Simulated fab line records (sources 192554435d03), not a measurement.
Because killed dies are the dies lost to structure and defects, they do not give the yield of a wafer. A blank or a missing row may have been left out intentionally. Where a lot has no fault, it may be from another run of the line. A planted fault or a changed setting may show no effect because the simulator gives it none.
Chamber matching    flow n5 finfet    ald sin-04 running N5_STI_FIN_REVEAL_ALD_14: 4 sister chambers
The step deposits Si3N4, target thk 3 nm. 8 wafers are shown with their chamber, then 11 later ones without.

WAFERS, EACH WITH ITS CHAMBER
wafer   chamber  heater power w (W)
L078.6  3        911
L079.3  3        913
L085.3  1        766
L085.4  0        907
L086.1  0        864
L086.2  1        764
L086.3  2        876
L087.1  2        895

WAFERS WHOSE CHAMBER IS MISSING
wafer   heater power w (W)
L087.4  772
L087.5  758
L089.3  876
L089.4  798
L089.6  883
L091.2  883
L091.4  789
L091.5  926
L097.2  905
L097.3  896
L097.5  788

EACH ONE'S CHAMBER
wafer   from the rows above           in truth
L087.4  1                             1
L087.5  1                             1
L089.3  can't be placed: 0 or 2 or 3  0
L089.4  1                             1
L089.6  can't be placed: 0 or 2 or 3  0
L091.2  can't be placed: 0 or 2 or 3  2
L091.4  1                             1
L091.5  can't be placed: 3 or 0 or 2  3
L097.2  can't be placed: 3 or 0 or 2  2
L097.3  can't be placed: 0 or 2 or 3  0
L097.5  1                             1
Correctly placed: 5 of 11. Can't be placed from these rows: 6 (the true chamber is among the candidates in 6). 0 placed wrongly.
How it was worked out, from the rows above alone: a wafer's distance from a chamber is the root of the sum, over the readings, of the square of ((its reading less the chamber's mean) divided by the reading's scatter). The wafer belongs to the nearest chamber; if the next one is less than 2 further off, it can't be placed. Each chamber's mean is taken over the wafers shown for it. The scatter is the square root of a quotient: the sum, over the shown wafers, of each reading's squared deviation from its chamber's mean, divided by wafers minus chambers.
